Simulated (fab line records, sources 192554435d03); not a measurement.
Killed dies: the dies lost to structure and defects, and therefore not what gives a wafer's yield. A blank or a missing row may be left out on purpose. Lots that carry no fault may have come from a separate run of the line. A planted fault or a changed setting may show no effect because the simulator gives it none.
Which of the tools did it? | flow n5-finfet | 11 lots with 31 wafers sampled at 3 steps, on a route of 1938 steps

WHAT THE GAUGES SHOWED, per wafer
N5_BEOL_M8_CD_MEAS_35: target cd 40 nm. Usual: cd-nm at 40.0 nm, with a standard deviation of 0.56.
lot  | measured     | on        | cd-nm (nm)     | flag
L124 | day 9 03:16  | cd-sem-01 | 40.4 39.9 40.1 |
L123 | day 9 03:47  | cd-sem-01 | 40.2 40.3 40.1 |
L125 | day 9 19:37  | cd-sem-02 | 40.8 40.7 40.9 |
L126 | day 10 02:09 | cd-sem-02 | 40.6 39.3      |
L127 | day 10 08:00 | cd-sem-03 | 38.9 40.4 40.1 |
L130 | day 11 00:07 | cd-sem-01 | 39.5 39.7 40.4 |
L131 | day 10 23:43 | cd-sem-01 | 40.6 40.4 40.4 |
L134 | day 12 05:08 | cd-sem-02 | 39.4 39.2 39.7 |
L136 | day 12 14:20 | cd-sem-01 | 39.1 39.4      |
L139 | day 13 03:50 | cd-sem-02 | 39.8 39.6 38.2 |
L137 | day 13 03:55 | cd-sem-02 | 40.0 40.0 40.5 |

EACH LOT AND THE TOOL THAT RAN IT (in order: tool; ch and the chambers of the sampled wafers; start)
lot  | N5_BEOL_M8_EXPOSE_08               | N5_BEOL_M8_STRIP_80
L124 | arfi-scanner-02 ch 0, day 9 00:02  | rie-diel-05 ch 0,2, day 9 03:16 or earlier
L123 | arfi-scanner-01 ch 0, day 9 01:35  | rie-diel-05 ch 0,1,2, day 9 03:47 or earlier
L125 | arfi-scanner-02 ch 0, day 9 17:23  | rie-diel-02 ch 0,1,3, day 9 19:37 or earlier
L126 | arfi-scanner-01 ch 0, day 9 21:29  | rie-diel-06 ch 0,2, day 10 02:09 or earlier
L127 | arfi-scanner-02 ch 0, day 10 06:03 | rie-diel-05 ch 1,2,3, day 10 08:00 or earlier
L130 | arfi-scanner-01 ch 0, day 10 20:25 | rie-diel-02 ch 0,1,3, day 11 00:07 or earlier
L131 | arfi-scanner-01 ch 0, day 10 20:28 | rie-diel-02 ch 0,1,3, day 10 23:43 or earlier
L134 | arfi-scanner-03 ch 0, day 11 23:59 | rie-diel-05 ch 0,2, day 12 05:08 or earlier
L136 | arfi-scanner-03 ch 0, day 12 12:22 | rie-diel-02 ch 0,2, day 12 14:20 or earlier
L139 | arfi-scanner-03 ch 0, day 13 01:56 | rie-diel-02 ch 0,1,2, day 13 03:50 or earlier
L137 | arfi-scanner-02 ch 0, day 13 02:05 | rie-diel-06 ch 1,2,3, day 13 03:55 or earlier
- N5_BEOL_M8_EXPOSE_08: exposes mask M8.
- N5_BEOL_M8_STRIP_80: strips in N2/H2, time 10 s.

WHAT THE TOOLS THEMSELVES READ (means of the sampled wafers that have a number; where no wafer has one, the mark that the record gives instead)
N5_BEOL_M8_EXPOSE_08. Usual: focus-offset-nm at -0.1 nm, with a standard deviation of 0.52.
lot  | tool            | focus-offset-nm (nm) | flag
L124 | arfi-scanner-02 | -0.4                 |
L123 | arfi-scanner-01 | 0.5                  |
L125 | arfi-scanner-02 | 0.4                  |
L126 | arfi-scanner-01 | 0.0                  |
L127 | arfi-scanner-02 | -0.1                 |
L130 | arfi-scanner-01 | 0.5                  |
L131 | arfi-scanner-01 | -0.1                 |
L134 | arfi-scanner-03 | -0.2                 |
L136 | arfi-scanner-03 | 0.4                  |
L139 | arfi-scanner-03 | -0.3                 |
L137 | arfi-scanner-02 | 0.3                  |

N5_BEOL_M8_STRIP_80. Usual: drypump-motor-current-A 5.8 A, standard deviation 0.49; oes-product-au 0.77 a.u., standard deviation 0.073; rf-vpp-V 59.3 V, standard deviation 0.85; showerhead-plenum-p-Torr 2.56 Torr, standard deviation 0.061; throttle-valve-pct 23.7 %, standard deviation 0.31.
lot  | tool        | drypump-motor-current-A (A) | oes-product-au (a.u.) | rf-vpp-V (V) | showerhead-plenum-p-Torr (Torr) | throttle-valve-pct (%) | flag
L124 | rie-diel-05 | 5.1                         | 0.74                  | 59.8         | 2.60                            | 23.4                   |
L123 | rie-diel-05 | 5.5                         | 0.78                  | 59.1         | 2.58                            | 23.6                   |
L125 | rie-diel-02 | 6.2                         | 0.77                  | 59.6         | 2.59                            | 23.8                   |
L126 | rie-diel-06 | 6.0                         | 0.72                  | 59.0         | 2.52                            | 24.0                   |
L127 | rie-diel-05 | 5.5                         | 0.78                  | 59.4         | 2.61                            | 23.6                   |
L130 | rie-diel-02 | 6.3                         | 0.76                  | 59.4         | 2.58                            | 23.8                   |
L131 | rie-diel-02 | 6.3                         | 0.75                  | 60.0         | 2.58                            | 23.8                   |
L134 | rie-diel-05 | 5.3                         | 0.74                  | 59.4         | 2.55                            | 23.5                   |
L136 | rie-diel-02 | 5.8                         | 0.75                  | 59.6         | 2.59                            | 23.9                   |
L139 | rie-diel-02 | 6.0                         | 0.82                  | 59.3         | 2.56                            | 23.6                   |
L137 | rie-diel-06 | 5.6                         | 0.74                  | 59.5         | 2.56                            | 23.7                   |

THE ANSWER, worked out from the rows above alone
Rule: take the mean of a lot's wafers that have a number; if it is more than 3 standard deviations from the usual mean, the lot is off. Also off: a lot with no number at a reading for which 4 or more lots have one. All remaining lots with rows at the step are treated as sound. The gauges are gone through in route order, then the tools' own readings, and for those a lot's mean is taken as printed above. The first step at which some lot is off is used, and at that step the reading that is off furthest; a lot without a number counts as furthest.
Across all readings shown, no lot is off: no conclusion can be drawn from this.

WHAT THE SIMULATOR PUT IN
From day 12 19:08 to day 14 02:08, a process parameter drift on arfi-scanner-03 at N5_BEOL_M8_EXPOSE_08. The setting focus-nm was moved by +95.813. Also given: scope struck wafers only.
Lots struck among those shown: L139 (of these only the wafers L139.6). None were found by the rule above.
